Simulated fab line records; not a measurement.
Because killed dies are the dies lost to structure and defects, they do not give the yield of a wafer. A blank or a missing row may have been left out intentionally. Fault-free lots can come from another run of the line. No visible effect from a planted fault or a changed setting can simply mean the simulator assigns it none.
Lot-split experiment + flow n5 finfet + 21 wafers read from 7 lots, route of 1938 steps

ON THE SPLIT
At N5_PASSIVATION_PASS_ETCH_47 (etches SiNx in CF4/O2, target depth 770 nm, time 385 s), the setting time s was moved away from the recipe's 385 s on 5 of the 21 wafers read, by -10.3% to +20.1%. All remaining wafers had this setting at the recipe value.

The reading is taken at the split's own step.

THE READING
etch.depth nm (the simulator's own value, which no gauge read), in nm, at N5_PASSIVATION_PASS_ETCH_47 (etches SiNx in CF4/O2, target depth 770 nm, time 385 s). The file does not state a usual value for it. Here, 16 wafers ran the recipe; their average is 777.0 nm with a standard deviation of 12 nm.

| wafer  | tool, chamber at the split | time s as run, s | against the recipe | etch.depth nm, nm | against lot-mates on the recipe |
|--------|----------------------------|------------------|--------------------|-------------------|---------------------------------|
| L074.2 | rie diel-01, 2             | 385              | recipe             | 756.4             | -                               |
| L074.4 | rie diel-01, 3             | 385              | recipe             | 809               | -                               |
| L074.6 | rie diel-01, 2             | 385              | recipe             | 757.4             | -                               |
| L076.1 | rie diel-04, 3             | 385              | recipe             | 787.7             | -                               |
| L076.2 | rie diel-04, 2             | 360.7            | -6.3%              | 707.3             | -77.4                           |
| L076.4 | rie diel-04, 1             | 385              | recipe             | 781.6             | -                               |
| L077.1 | rie diel-04, 0             | 435.3            | +13.1%             | 874.8             | +100.2                          |
| L077.2 | rie diel-04, 1             | 385              | recipe             | 769.6             | -                               |
| L077.6 | rie diel-04, 0             | 385              | recipe             | 779.5             | -                               |
| L085.1 | rie diel-06, 3             | 385              | recipe             | 787.8             | -                               |
| L085.5 | rie diel-06, 0             | 462.2            | +20.1%             | 918.1             | +130.3                          |
| L085.6 | rie diel-06, 3             | 462.2            | +20.1%             | 939.8             | +152.0                          |
| L089.1 | rie diel-04, 0             | 385              | recipe             | 772.7             | -                               |
| L089.3 | rie diel-04, 1             | 385              | recipe             | 780.9             | -                               |
| L089.6 | rie diel-04, 1             | 385              | recipe             | 779.5             | -                               |
| L095.1 | rie diel-04, 2             | 385              | recipe             | 771.1             | -                               |
| L095.2 | rie diel-04, 1             | 385              | recipe             | 782.8             | -                               |
| L095.6 | rie diel-04, 0             | 345.2            | -10.3%             | 695.6             | -81.4                           |
| L096.1 | rie diel-06, 2             | 385              | recipe             | 777.7             | -                               |
| L096.4 | rie diel-06, 2             | 385              | recipe             | 767.9             | -                               |
| L096.5 | rie diel-06, 3             | 385              | recipe             | 770.8             | -                               |

FIT RESULTS
A straight line over all 21 wafers: etch.depth nm changes by +7.77 nm for each +1% of time s; r = +0.98; the points scatter about the line by 13 nm.
The same after taking each lot's own level away (the mean of its wafers on the recipe; 21 wafers): +7.48 nm for each +1%; r = +0.97; scatter 13 nm.
On that fit, the largest move of time s shifts the reading by 1.5e+02 nm.
The lots' own levels span 772.13 to 787.80 nm, that is 1.3 times the standard deviation above.
The two slopes agree, so the slope changes little with the lot-to-lot level.
Check: for one of the wafers moved furthest among these (+20.1%), held out of the fit, the line's prediction against its lot-mates is +157 nm. It came out at +130 nm against them.

FURTHER SPLITS ON THESE WAFERS
Note: prior to the reading, these wafers also went through further splits. Each is held against what the fit with the lots' levels taken away leaves over:
| other split on the same wafers | wafers away from the commonest value | r with etch.depth nm (lot level and that fit taken away) |
|--------------------------------|--------------------------------------|----------------------------------------------------------|
| N5_BEOL_M14_EXPOSE_07 dose mj  | 8                                    | -0.10                                                    |
| N5_BEOL_M15_COAT_60 spin rpm   | 9                                    | +0.31                                                    |
| N5_BEOL_M15_COAT_22 spin rpm   | 4                                    | +0.04                                                    |

THE FILE'S OWN FIT
etch.depth nm changes by +7.6 nm for each +1% of time s, r = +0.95.
